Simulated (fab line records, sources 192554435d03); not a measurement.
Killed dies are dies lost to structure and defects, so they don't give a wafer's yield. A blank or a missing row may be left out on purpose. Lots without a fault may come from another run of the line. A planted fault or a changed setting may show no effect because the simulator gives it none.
Chamber matching | flow n5_finfet | N5_ILD0_CMP_03 on cmp-04: 4 sister chambers
The step polishes, stops on SiNx, t overpolish 1.9 s, target thk 197.38 nm. 8 wafers are shown with their chamber, then 7 later ones without.

WAFERS WITH THEIR CHAMBER
wafer  | chamber | motor_current_A (A) | platen_rpm (rpm)
L075.4 | 0       | 12.6                | 51.78
L084.1 | 3       | 11.3                | 51.77
L084.2 | 1       | 13.0                | 51.77
L085.1 | 1       | 12.9                | 51.80
L085.2 | 3       | 11.8                | 51.81
L085.4 | 2       | 13.3                | 51.80
L088.1 | 0       | 12.1                | 51.73
L088.2 | 2       | 13.6                | 51.82

WAFERS WITHOUT THEIR CHAMBER
wafer  | motor_current_A (A) | platen_rpm (rpm)
L088.3 | 13.8                | 51.84
L093.1 | 13.8                | 51.79
L093.4 | 12.4                | 51.71
L093.6 | 13.4                | 51.77
L097.3 | 13.1                | 51.79
L097.4 | 11.7                | 51.78
L097.6 | 11.1                | 51.81

WHICH CHAMBER EACH WENT THROUGH
wafer  | from the rows above     | in truth
L088.3 | 2                       | 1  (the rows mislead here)
L093.1 | can't be placed: 2 or 1 | 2
L093.4 | can't be placed: 0 or 1 | 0
L093.6 | can't be placed: 2 or 1 | 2
L097.3 | can't be placed: 1 or 2 | 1
L097.4 | can't be placed: 3 or 0 | 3
L097.6 | 3                       | 3
Placed correctly: 1 of 7. Can't be placed from these rows: 5 (the true chamber is among the candidates in 5). Placed wrongly: 1.
How it was worked out, from the rows above alone: a wafer's distance from a chamber is the root of the sum, over the readings, of the square of ((its reading less the chamber's mean) divided by the reading's scatter). The wafer belongs to the nearest chamber; if the next one is less than 2 further off, it can't be placed. A chamber's mean is the mean of its shown wafers. The scatter: the root of (the sum of the squares of (reading less its chamber's mean) over the shown wafers, divided by (wafers less chambers)).
